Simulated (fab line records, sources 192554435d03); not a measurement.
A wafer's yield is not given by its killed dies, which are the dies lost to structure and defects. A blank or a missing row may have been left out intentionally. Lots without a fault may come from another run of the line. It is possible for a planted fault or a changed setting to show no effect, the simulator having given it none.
Chamber matching / flow n5_finfet / N5_BEOL_M3_ALD_98 on ald_sin-04 has 4 sister chambers
The step deposits SiO2, target thk 2.5 nm, pulse time 1 s, co reactant pulse time 1 s. 8 wafers are shown with their chamber, then 10 later ones without.

== WAFERS PAIRED WITH THEIR CHAMBERS ==
wafer=L080.2; chamber=2; heater_power_w (W)=78; precursor_pulse_height_rel=1.058
wafer=L080.3; chamber=3; heater_power_w (W)=84; precursor_pulse_height_rel=1.004
wafer=L081.4; chamber=3; heater_power_w (W)=81; precursor_pulse_height_rel=1.010
wafer=L083.2; chamber=1; heater_power_w (W)=81; precursor_pulse_height_rel=0.995
wafer=L083.5; chamber=0; heater_power_w (W)=88; precursor_pulse_height_rel=1.013
wafer=L083.6; chamber=1; heater_power_w (W)=80; precursor_pulse_height_rel=0.970
wafer=L084.1; chamber=0; heater_power_w (W)=87; precursor_pulse_height_rel=0.994
wafer=L084.3; chamber=2; heater_power_w (W)=78; precursor_pulse_height_rel=1.021

== WAFERS MISSING THEIR CHAMBER ==
wafer=L084.5; heater_power_w (W)=77; precursor_pulse_height_rel=1.012
wafer=L085.2; heater_power_w (W)=77; precursor_pulse_height_rel=0.991
wafer=L085.4; heater_power_w (W)=84; precursor_pulse_height_rel=1.007
wafer=L085.6; heater_power_w (W)=85; precursor_pulse_height_rel=1.015
wafer=L097.1; heater_power_w (W)=85; precursor_pulse_height_rel=0.974
wafer=L097.3; heater_power_w (W)=77; precursor_pulse_height_rel=1.013
wafer=L097.6; heater_power_w (W)=80; precursor_pulse_height_rel=0.996
wafer=L096.1; heater_power_w (W)=80; precursor_pulse_height_rel=0.989
wafer=L096.3; heater_power_w (W)=86; precursor_pulse_height_rel=0.988
wafer=L096.4; heater_power_w (W)=76; precursor_pulse_height_rel=0.987

== THE CHAMBER EACH PASSED THROUGH ==
wafer=L084.5; from the rows above=can't be placed: 2 or 1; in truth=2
wafer=L085.2; from the rows above=can't be placed: 2 or 1 or 3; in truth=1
wafer=L085.4; from the rows above=can't be placed: 3 or 0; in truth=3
wafer=L085.6; from the rows above=can't be placed: 3 or 0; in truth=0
wafer=L097.1; from the rows above=can't be placed: 0 or 3 or 1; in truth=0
wafer=L097.3; from the rows above=can't be placed: 2 or 1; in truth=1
wafer=L097.6; from the rows above=can't be placed: 1 or 3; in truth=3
wafer=L096.1; from the rows above=can't be placed: 1 or 3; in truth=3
wafer=L096.3; from the rows above=can't be placed: 0 or 3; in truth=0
wafer=L096.4; from the rows above=can't be placed: 2 or 1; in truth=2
Correctly placed: 0 of 10. Cannot be placed on the basis of these rows: 10; the candidates contain the true chamber in 10. Wrongly placed: 0.
How it was worked out, from the rows above alone: a wafer's distance from a chamber is the root of the sum, over the readings, of the square of ((its reading less the chamber's mean) divided by the reading's scatter). The wafer belongs to the nearest chamber; if the next one is less than 2 further off, it can't be placed. Each chamber's mean is taken over the wafers shown for it. How the scatter is found: for the shown wafers, subtract from each reading the mean of its chamber, square and add these, divide the total by (wafers less chambers), then take the root.
